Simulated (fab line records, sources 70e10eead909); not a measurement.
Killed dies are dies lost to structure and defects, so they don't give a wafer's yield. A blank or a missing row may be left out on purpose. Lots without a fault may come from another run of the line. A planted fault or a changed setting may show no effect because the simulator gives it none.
Tool commonality check | flow nand_harc | 2 lots, 6 wafers sampled

WHY IT WAS OPENED
At NHARC_END_SORT_01 the reading killed_at_periphery is flagged on 2 of 2 lots. Wafers without a fault read 3.0, standard deviation 2.3.
Rule: a lot is flagged when every wafer of it that has a number lies more than 4 standard deviations from that mean, or none has a number. The other lots count as sound.

lot  | measured     | on        | killed_at_periphery, wafer by wafer | flag
L150 | day 22 05:32 | prober-02 | 655 661 662                         | FLAGGED
L151 | day 23 13:31 | prober-02 | 631 647 638                         | FLAGGED
The numbers of the flagged lots are 649.0 on average: +646.0 against the usual, or +99 or more standard deviations.

WHICH TOOL RAN EACH LOT
The record holds 4 process steps before the reading, out of a route of 1159 steps. In each cell: the tool, then ch and the chambers that the sampled wafers went through, then the start.
lot  | flag    | NHARC_P_STI_ETCH_31                          | NHARC_P_GATE_STRIP_15              | NHARC_P_GATE_STRIP_101          | NHARC_P_GATE_STRIP_112
L150 | FLAGGED | rie_diel-01 ch 0,1, day 7 08:29 or earlier   | wet_bench-01 ch 0,4,7, day 7 08:29 | rie_diel-13 ch 1,2, day 8 10:22 | plasma_asher-02 ch 0,1, day 8 13:37
L151 | FLAGGED | rie_diel-09 ch 0,1,2, day 7 12:29 or earlier | wet_bench-02 ch 0,2,6, day 7 12:29 | rie_diel-13 ch 0, day 8 13:44   | plasma_asher-01 ch 0,1, day 8 18:37
What these steps do:
- NHARC_P_STI_ETCH_31: etches the open film in CF4/CHF3, target depth 108.9 nm, time 54.5 s.
- NHARC_P_GATE_STRIP_15: strips in SPM, time 780 s.
- NHARC_P_GATE_STRIP_101: strips in O2, time 20 s.
- NHARC_P_GATE_STRIP_112: strips in N2/H2, time 200 s.
- NHARC_END_SORT_01

FLAGGED OVER TOTAL, TOOL BY TOOL (the gauges that took the reading come last)
step                   | tool            | lots run | flagged | share of the flagged lots | sound lots run after its first flagged lot
NHARC_P_STI_ETCH_31    | rie_diel-01     | 1        | 1       | some                      | 0
NHARC_P_STI_ETCH_31    | rie_diel-09     | 1        | 1       | some                      | 0
NHARC_P_GATE_STRIP_15  | wet_bench-01    | 1        | 1       | some                      | 0
NHARC_P_GATE_STRIP_15  | wet_bench-02    | 1        | 1       | some                      | 0
NHARC_P_GATE_STRIP_101 | rie_diel-13     | 2        | 2       | all                       | 0
NHARC_P_GATE_STRIP_112 | plasma_asher-01 | 1        | 1       | some                      | 0
NHARC_P_GATE_STRIP_112 | plasma_asher-02 | 1        | 1       | some                      | 0
NHARC_END_SORT_01      | prober-02       | 2        | 2       | all                       | 0
NHARC_P_STI_ETCH_31 gives no start for some lots, so the hours and the order of its lots are those of NHARC_P_GATE_STRIP_15.

WHAT THE TABLE ALLOWS
2 rows of the table ran every flagged lot: rie_diel-13 at NHARC_P_GATE_STRIP_101, prober-02 at NHARC_END_SORT_01.
- rie_diel-13 at NHARC_P_GATE_STRIP_101: 2 of its 2 lots flagged. It ran no sound lot before its first flagged lot in this sample, so the start can't be narrowed down.
- prober-02 at NHARC_END_SORT_01: 2 of its 2 lots flagged. It ran no sound lot before its first flagged lot in this sample, so the start can't be narrowed down.
Counting lots can't tell these 2 tools apart, because each fits a fault that began at some hour. More lots, or a look at what each step does to the wafer, might.

WHAT THE SIMULATOR HAD PUT IN
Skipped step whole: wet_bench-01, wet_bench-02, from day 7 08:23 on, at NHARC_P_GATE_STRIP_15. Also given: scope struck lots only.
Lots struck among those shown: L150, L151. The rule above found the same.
